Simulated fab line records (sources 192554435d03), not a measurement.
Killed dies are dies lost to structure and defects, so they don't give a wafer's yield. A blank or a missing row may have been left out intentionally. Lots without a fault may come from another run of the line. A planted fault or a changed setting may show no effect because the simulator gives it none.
fab line records	flow n5_finfet	part 2 of 2: steps 28 to 36 of 36
[record] lots = 5	wafers = 15	last_day = 17
route steps=1938 shown BEOL_M0@723 BEOL_M1@751
lots that met no fault: taken from a fault-free run of the same line
start_h: start of the lot's first displayed wafer, in hours after the record's first day	wait_h: time in hours since the lot's previous step	" unchanged from the row above	L1.1+2: one row covering several wafers at once	- either no value or no given start	* or withheld: withheld	< > ~ a bound
route shown NAME@n: a module of which the file shows steps, and the number in the route of the first	usual: average and standard deviation across the fault-free wafers	same: alike in all rows	chamber/n: place in a boat	sites: readings site by site	_std_site: the values' standard deviation	_edge_site: the outer-site mean with the inner-site mean subtracted	radius_mm: for every site, how far away it sits from the centre of the wafer	mask NAME#n: copy n	behind: the tool/chamber that last shaped the wafer	hold: what put the lot on hold/how long, in hours/how the hold closed	device: transistor that didn't switch, given as n, p or np	end of line: the same wafers' tests at the end of the route	where a step has no rows: the recipe by itself	killed: count of dies lost to structure and defects at first sort (not the wafer's yield)	map: shows each die of a wafer: x if killed, . if not, _ if none is there
set.NAME: the setting the step ran with; set.NAME@STEP: the setting that earlier step ran with	model.NAME: the simulator's own value behind a step, which no gauge read
lots at some steps of the route; a table a step, a row a wafer
services: from which hour (start_h, from the record's first day; less than 0 if before it) a tool's chamber was out of use, for how many hours, and why
[[steps]]
[step N5_BEOL_M1_ILD_DEP_00]
[recipe] material = SiOC	target_thk_a = 790	temp_c = 350	precursor = DEMS/O2	pressure_torr = 5	rf_w = 500	time_s = 15.3
[usual] heater_power_w = 513/45	showerhead_plenum_p_Torr = 5.696/0.016	showerhead_vpp_V = 1346/77	throttle_valve_pct = 11.9/0.66
lot.wafer	tool	chamber	start_h	wait_h	heater_power_w	showerhead_plenum_p_Torr	showerhead_vpp_V	throttle_valve_pct
L075.2	pecvd-03	2	128.28	0.0	500	5.708	1206	11.7
L075.5	"	2	"	"	508	5.693	1191	11.8
L075.6	"	1	"	"	502	5.719	1320	11.5
L077.1	pecvd-01	2	140.30	0.0	464	5.690	1468	11.3
L077.3	"	0	"	"	498	5.702	1304	12.0
L077.4	"	2	"	"	466	5.681	1468	11.3
L092.1	pecvd-03	1	229.10	0.0	445	5.714	1337	11.6
L092.2	"	0	"	"	537	5.685	1391	11.9
L092.3	"	2	"	"	508	5.682	1223	12.1
L093.1	pecvd-01	0	230.40	0.0	597	5.681	1288	12.0
L093.2	"	1	"	"	585	5.693	1314	13.4
L093.6	"	0	"	"	603	5.685	1281	11.9
L096.2	pecvd-02	1	257.01	0.0	518	5.680	1429	11.4
L096.4	"	1	"	"	505	5.700	1383	11.4
L096.6	"	0	"	"	505	5.689	1334	12.1
[step N5_BEOL_M1_THK_MEAS_01]
[recipe] reads = SiOC_of_BEOL_M1_ILD_DEP_00
[usual] M1_ILD_THK = 78.8/1
lot.wafer	tool	chamber	start_h	wait_h	M1_ILD_THK[nm]
L075.2	film_metro-01	-	128.35	0.1	76.5
L075.5	"	-	"	"	78.2
L075.6	"	-	"	"	78.3
L077.1	film_metro-01	-	140.38	0.1	76.4
L077.3	"	-	"	"	78.4
L077.4	"	-	"	"	77.7
L092.1	film_metro-01	-	229.17	0.0	78.1
L092.2	"	-	"	"	77.7
L092.3	"	-	"	"	77.9
L093.1	film_metro-01	-	230.47	0.0	78.6
L093.2	"	-	"	"	78.2
L093.6	"	-	"	"	79.0
L096.2	film_metro-01	-	257.10	0.1	77.3
L096.4	"	-	"	"	78.3
L096.6	"	-	"	"	78.8
[step N5_BEOL_M1_PECVD_72]
[recipe] material = SiO2	target_thk_a = 160	temp_c = 400	precursor = TEOS/O2	pressure_torr = 5.5	rf_w = 450	teos_flow_sccm = 53.8	gas = O2	flow_sccm = 3000	time_s = 18
[usual] heater_power_w = 760/57	showerhead_plenum_p_Torr = 8.79/0.059	showerhead_vpp_V = 1284/70	throttle_valve_pct = 22.2/1.1
lot.wafer	tool	chamber	start_h	wait_h	heater_power_w	showerhead_plenum_p_Torr	showerhead_vpp_V	throttle_valve_pct
L075.2	pecvd-02	1	128.38	0.0	809	8.76	1349	21.5
L075.5	"	2	"	"	746	8.88	1350	21.2
L075.6	"	1	"	"	799	8.77	1346	21.7
L077.1	pecvd-03	0	140.42	0.0	777	8.72	1323	22.4
L077.3	"	1	"	"	708	8.95	1260	21.5
L077.4	"	2	"	"	719	8.84	1157	22.0
L092.1	pecvd-01	1	229.20	0.0	878	8.75	1248	25.4
L092.2	"	2	"	"	741	8.77	1340	21.4
L092.3	"	0	"	"	833	8.74	1244	22.1
L093.1	pecvd-01	1	230.51	0.0	832	8.76	1248	25.5
L093.2	"	0	"	"	824	8.73	1218	22.5
L093.6	"	2	"	"	667	8.76	1375	21.4
L096.2	pecvd-02	2	257.13	0.0	675	8.86	1364	21.7
L096.4	"	0	"	"	827	8.75	1262	22.9
L096.6	"	1	"	"	745	8.76	1320	21.9
[step N5_BEOL_M1_HM_DEP_02]
[recipe] material = TiN	target_thk_a = 200	temp_c = 25	chamber_pressure_pa = 0.49996
[usual] throttle_valve_pct = 30.5/0.98
lot.wafer	tool	chamber	start_h	wait_h	throttle_valve_pct
L075.2	pvd_sputter-03	-	128.92	0.5	28.9
L075.5	"	-	"	"	31.2
L075.6	"	-	"	"	29.0
L077.1	pvd_sputter-02	-	140.87	0.4	30.9
L077.3	"	-	"	"	30.2
L077.4	"	-	"	"	29.8
L092.1	pvd_sputter-02	-	229.97	0.8	30.6
L092.2	"	-	"	"	29.6
L092.3	"	-	"	"	30.5
L093.1	pvd_sputter-01	-	230.82	0.3	32.5
L093.2	"	-	"	"	30.4
L093.6	"	-	"	"	30.2
L096.2	pvd_sputter-02	-	257.90	0.7	30.6
L096.4	"	-	"	"	30.6
L096.6	"	-	"	"	30.7
[step N5_BEOL_M1_COAT_61]
[recipe] resist = SOC	temp_c = 250	time_s = 60	spin_rpm = 1500	resist_thk_nm = 60
[usual] spin_speed_rpm = 1500.1/0.94
lot.wafer	tool	chamber	start_h	wait_h	spin_speed_rpm
L075.2	litho_track-03	0	129.04	0.1	1498.4
L075.5	"	0	"	"	1499.1
L075.6	"	0	"	"	1500.0
L077.1	litho_track-02	0	140.99	0.1	1498.3
L077.3	"	0	"	"	1499.1
L077.4	"	0	"	"	1499.6
L092.1	litho_track-02	0	230.10	0.1	1499.1
L092.2	"	0	"	"	1498.4
L092.3	"	0	"	"	1500.5
L093.1	litho_track-02	0	230.94	0.1	1500.4
L093.2	"	0	"	"	1501.3
L093.6	"	0	"	"	1498.9
L096.2	litho_track-03	0	258.03	0.1	1499.8
L096.4	"	0	"	"	1499.2
L096.6	"	0	"	"	1501.9
[step N5_BEOL_M1_COAT_62]
[recipe] resist = SiARC	temp_c = 220	time_s = 60	spin_rpm = 1500	resist_thk_nm = 12
[usual] spin_speed_rpm = 1500.1/0.9
lot.wafer	tool	chamber	start_h	wait_h	spin_speed_rpm
L075.2	litho_track-03	0	-	-	1499.2
L075.5	"	0	"	"	1498.5
L075.6	"	0	"	"	1499.0
L077.1	litho_track-02	0	-	-	1500.5
L077.3	"	0	"	"	1499.9
L077.4	"	0	"	"	1499.8
L092.1	litho_track-02	0	-	-	1500.9
L092.2	"	0	"	"	1501.1
L092.3	"	0	"	"	1500.8
L093.1	litho_track-02	0	-	-	1499.6
L093.2	"	0	"	"	1500.1
L093.6	"	0	"	"	1500.0
L096.2	litho_track-03	0	-	-	1500.0
L096.4	"	0	"	"	1500.1
L096.6	"	0	"	"	1499.5
[step N5_BEOL_M1_COAT_73]
[recipe] resist = underlayer	temp_c = 205	time_s = 60	spin_rpm = 1500	resist_thk_nm = 5
[usual] spin_speed_rpm = 1500.0/0.8
lot.wafer	tool	chamber	start_h	wait_h	spin_speed_rpm
L075.2	litho_track-03	0	-	-	1500.8
L075.5	"	0	"	"	1500.5
L075.6	"	0	"	"	1500.3
L077.1	litho_track-02	0	-	-	1499.7
L077.3	"	0	"	"	1498.1
L077.4	"	0	"	"	1499.2
L092.1	litho_track-02	0	-	-	1499.9
L092.2	"	0	"	"	1500.1
L092.3	"	0	"	"	1500.8
L093.1	litho_track-02	0	-	-	1500.8
L093.2	"	0	"	"	1500.1
L093.6	"	0	"	"	1499.1
L096.2	litho_track-03	0	-	-	1500.7
L096.4	"	0	"	"	1500.5
L096.6	"	0	"	"	1501.8
[step N5_BEOL_M1_COAT_05]
[recipe] resist = CAR-EUV	spin_rpm = 1500	resist_thk_nm = 30
[usual] spin_speed_rpm = 1500.1/1
lot.wafer	tool	chamber	start_h	wait_h	spin_speed_rpm
L075.2	litho_track-03	0	-	-	1499.6
L075.5	"	0	"	"	1499.9
L075.6	"	0	"	"	1501.0
L077.1	litho_track-02	0	-	-	1499.6
L077.3	"	0	"	"	1498.6
L077.4	"	0	"	"	1501.6
L092.1	litho_track-02	0	-	-	1501.5
L092.2	"	0	"	"	1500.5
L092.3	"	0	"	"	1501.0
L093.1	litho_track-02	0	-	-	1500.9
L093.2	"	0	"	"	1500.5
L093.6	"	0	"	"	1500.8
L096.2	litho_track-03	0	-	-	1500.3
L096.4	"	0	"	"	1500.9
L096.6	"	0	"	"	1499.9
[step N5_BEOL_M1_EBR_07]
[recipe] solvent = PGMEA	ebr_width_mm = 1.5
lot.wafer	tool	chamber	start_h	wait_h
L075.2+5+6	litho_track-03	0	-	-
L077.1+3+4	litho_track-02	0	-	-
L092.1+2+3	litho_track-02	0	-	-
L093.1+2+6	litho_track-02	0	-	-
L096.2+4+6	litho_track-03	0	-	-
[[services]]
tool	chamber	start_h	hours	kind
pvd_sputter-03	-	107.67	2.0	repair
cvd_co-01	-	107.70	1.0	repair
cvd_co-02	-	113.47	6.9	pm
pvd_sputter-03	-	113.99	0.9	repair
pecvd-01	-	118.04	1.3	repair
pvd_sputter-01	-	129.15	1.9	repair
pecvd-01	1	132.42	29.7	repair
cvd_co-02	-	137.59	2.8	pm
ald_metal-01	-	144.94	6.0	pm
pecvd-04	0	154.02	4.6	repair
ald_metal-03	-	156.11	8.7	pm
rie_diel-04	0	167.03	32.6	repair
wet_bench-01	-	189.71	35.6	repair
cvd_co-01	-	189.76	1.3	repair
rie_diel-04	3	191.39	5.6	repair
cvd_co-02	2	195.82	16.5	repair
ald_metal-03	2	196.79	18.2	repair
ald_metal-03	3	203.64	4.5	repair
cmp-01	-	208.03	0.7	repair
pecvd-01	1	216.04	4.4	repair
pecvd-02	-	228.51	0.7	repair
rtp_anneal-02	-	232.48	3.3	pm
pvd_sputter-02	-	238.19	1.5	repair
cvd_co-01	-	241.20	0.5	repair
